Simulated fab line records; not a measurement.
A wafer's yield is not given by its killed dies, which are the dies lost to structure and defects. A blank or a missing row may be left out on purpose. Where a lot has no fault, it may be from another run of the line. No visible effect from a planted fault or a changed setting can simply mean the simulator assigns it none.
What tool caused it? :: flow nand-harc :: 18 wafers from 6 lots sampled at 4 of the route's 1302 steps

== WHAT THE GAUGES SHOWED, per wafer ==
NHARC_P_GATE_CD_MEAS_46 targets a cd of 720 nm.
lot: L595
measured: day 6 04:30
on: cd-sem-02
cd-nm (nm): 717.8 717.9 719.8

lot: L600
measured: day 8 13:22
on: cd-sem-02
cd-nm (nm): 680.1 683.8 682.7

lot: L609
measured: day 12 04:36
on: cd-sem-03
cd-nm (nm): 720.4 717.8 719.6

lot: L611
measured: day 12 21:35
on: cd-sem-02
cd-nm (nm): 718.1 719.6 718.8

lot: L614
measured: day 14 08:02
on: cd-sem-02
cd-nm (nm): 720.2 718.0 722.7

lot: L616
measured: day 15 00:49
on: cd-sem-02
cd-nm (nm): 717.0 719.0 716.6

== TOOL THAT RAN EACH LOT (tool first, then ch and the chambers of the sampled wafers, then the start) ==
lot: L595
NHARC_P_STI_ETCH_42: rie-diel-03 ch 1,2,3, day 3 14:58
NHARC_P_GATE_HM_DEP_102: acl-dep-02 ch 0, day 5 15:33
NHARC_P_GATE_EXPOSE_43: krf-scanner-01 ch 0, day 6 04:21

lot: L600
NHARC_P_STI_ETCH_42: rie-diel-03 ch 2,3, day 5 20:41
NHARC_P_GATE_HM_DEP_102: acl-dep-01 ch 0, day 8 00:05
NHARC_P_GATE_EXPOSE_43: krf-scanner-02 ch 0, day 8 13:12

lot: L609
NHARC_P_STI_ETCH_42: rie-diel-03 ch 1,2,3, day 9 10:37
NHARC_P_GATE_HM_DEP_102: acl-dep-01 ch 0, day 11 15:34
NHARC_P_GATE_EXPOSE_43: krf-scanner-04 ch 0, day 12 04:27

lot: L611
NHARC_P_STI_ETCH_42: rie-diel-08 ch 0,3, day 10 07:00
NHARC_P_GATE_HM_DEP_102: acl-dep-01 ch 0, day 12 08:31
NHARC_P_GATE_EXPOSE_43: krf-scanner-01 ch 0, day 12 21:26

lot: L614
NHARC_P_STI_ETCH_42: rie-diel-08 ch 0,1,3, day 11 14:48
NHARC_P_GATE_HM_DEP_102: acl-dep-01 ch 0, day 13 18:40
NHARC_P_GATE_EXPOSE_43: krf-scanner-02 ch 0, day 14 07:53

lot: L616
NHARC_P_STI_ETCH_42: rie-diel-03 ch 1,2,3, day 12 09:23
NHARC_P_GATE_HM_DEP_102: acl-dep-01 ch 0, day 14 11:23
NHARC_P_GATE_EXPOSE_43: krf-scanner-02 ch 0, day 15 00:40
- NHARC_P_STI_ETCH_42: etches the open film in N2/H2, target depth 80 nm, overetch 24 nm, time 61 s.
- NHARC_P_GATE_HM_DEP_102: deposits aC, target thk 120 nm.
- NHARC_P_GATE_EXPOSE_43: exposes mask P NSD, target cd 720 nm.

== THE ANSWER, worked out from the rows above alone ==
Rule: the lots themselves supply what counts as usual. Put in order of their means at a reading, lots are off if they are a third of the lots or fewer, leave a main group of 4 or more, and stand apart from it by a gap of 3 or more times the standard deviation of the main group's means; of several such gaps the widest counts. The tables above print the reading to a certain number of digits; a main group whose means all agree to those digits is not used. A lot without any number at a reading at which 4 lots or more have one is off too. The other lots that the step has rows for count as sound.
Off at NHARC_P_GATE_CD_MEAS_46 (cd-nm): L600. Mean 718.9 nm and standard deviation 0.91 in the main group.
A tool fits if, at a process step before that reading, it ran every lot that is off, and no sound lot after the first of them. Gauges at NHARC_P_GATE_CD_MEAS_46: tried the same way as those tools. None of those tried fits.

== WHAT HAD BEEN PUT IN BY THE SIMULATOR ==
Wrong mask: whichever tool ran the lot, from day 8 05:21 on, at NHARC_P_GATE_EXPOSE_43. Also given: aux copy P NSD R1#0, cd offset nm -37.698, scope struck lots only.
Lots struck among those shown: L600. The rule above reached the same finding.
